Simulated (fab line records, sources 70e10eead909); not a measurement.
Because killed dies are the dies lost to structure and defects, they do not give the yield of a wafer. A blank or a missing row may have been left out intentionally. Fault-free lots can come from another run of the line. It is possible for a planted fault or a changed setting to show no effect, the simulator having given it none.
Comparing a struck lot with a sound one + flow nand-harc + 13 out of 1159 route steps
Sound: the wafers L721.1, L721.3, L721.6. Struck: wafer L735.5. (L735.2, L735.6 of the same lot were not struck and are left out.) The cause comes at the end.
Order at every step that has rows: each side's tool, ch and its chambers, its first start. Under that, the readings that differ: sound wafers + struck wafers + difference of the means + sigmas: that difference in standard deviations of wafers without a fault.
alike: readings whose means differ by less than 2 such deviations, and words and numbers that are the same on both sides. not compared: withheld readings, readings that some wafer has no value for, bounds like >300 that may hide the same value, and numbers for which the record gives no deviation and whose values overlap.
A row with sigmas, a row that says differs or no value, or rows on one side alone: a step with any of these is where the two part. Numbers that have no deviation but don't overlap get no sigmas and don't part them. Lack of a reading on every wafer of one side parts them only where that side has two or more wafers.

first, 3 steps without rows for these wafers: NHARC_A_STAIRCASE_PEB_07 (peb time 130 s); NHARC_A_STAIRCASE_DEVELOP_08 (time 140 s); NHARC_A_STAIRCASE_HARDBAKE_10 (time 140 s).
NHARC_A_STAIRCASE_DESCUM_11: chemistry O2, time 3 s.
  sound on rie-diel-02 ch 1,2, day 11 14:34; struck on rie-diel-06 ch 2, day 15 02:41
  alike: drypump-motor-current-A, oes-product-au, rf-vpp-V, showerhead-plenum-p-Torr, throttle-valve-pct
  not compared: rf-hours-counter-h
then, 1 step without rows for these wafers: NHARC_A_STAIRCASE_TRIM_12 (chemistry O2, time 211.2 s).
NHARC_A_STAIRCASE_ETCH_13: etches the open film in C4F8/O2, target depth 100 nm, time 40.5 s.
  sound on rie-diel-02 ch 0,2,3; struck on rie-diel-06 ch 0
  alike: oes-product-au, rf-fwd-power-W, rf-vpp-V
  not compared: rf-hours-counter-h
NHARC_A_STAIRCASE_TRIM_14: chemistry O2, time 211.2 s.
  sound on rie-diel-02 ch 2,3; struck on rie-diel-06 ch 2
  alike: drypump-motor-current-A, oes-product-au, rf-vpp-V, showerhead-plenum-p-Torr, throttle-valve-pct
  not compared: rf-hours-counter-h
then, 2 steps without rows for these wafers: NHARC_A_STAIRCASE_ETCH_15 (etches the open film in C4F8/O2, target depth 100 nm, time 40.5 s); NHARC_A_STAIRCASE_TRIM_16 (chemistry O2, time 211.2 s).
NHARC_A_STAIRCASE_ETCH_17: etches the open film in C4F8/O2, target depth 100 nm, time 40.5 s.
  sound on rie-diel-02 ch 0,1,3; struck on rie-diel-06 ch 3
  alike: oes-product-au, rf-fwd-power-W, rf-vpp-V
  not compared: rf-hours-counter-h
NHARC_A_STAIRCASE_TRIM_18: chemistry O2, time 211.2 s.
  sound on rie-diel-02 ch 0,1; struck on rie-diel-06 ch 0
  alike: drypump-motor-current-A, oes-product-au, rf-vpp-V, showerhead-plenum-p-Torr, throttle-valve-pct
  not compared: rf-hours-counter-h
NHARC_A_STAIRCASE_ETCH_19: etches the open film in C4F8/O2, target depth 100 nm, time 40.5 s.
  sound on rie-diel-02 ch 0,2, day 11 16:03; struck on rie-diel-06 ch 2, day 15 04:16
| reading               | sound             | struck | difference | sigmas |
|-----------------------|-------------------|--------|------------|--------|
| oes-product-au (a.u.) | 0.929 0.922 0.926 | 1.073  | +0.147     | +12    |
  alike: rf-fwd-power-W, rf-vpp-V
  not compared: rf-hours-counter-h
-- jump in the record: it breaks off in module A_STAIRCASE and resumes in module END (first step shown: number 1159 of the route), and 9 days separate the struck wafers' starts before and after --
NHARC_END_SORT_01:
  at this point the record logs the struck wafers (prober-01 ch 0, day 23 17:58) and has no rows for the sound ones

== WHERE THEY PART ==
Last at NHARC_END_SORT_01 as far as this record goes, first at NHARC_A_STAIRCASE_ETCH_19.

WHY: whatever the simulator had introduced
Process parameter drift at NHARC_A_STAIRCASE_ETCH_19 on rie-diel-06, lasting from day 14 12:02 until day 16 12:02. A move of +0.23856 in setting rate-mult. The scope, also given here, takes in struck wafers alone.
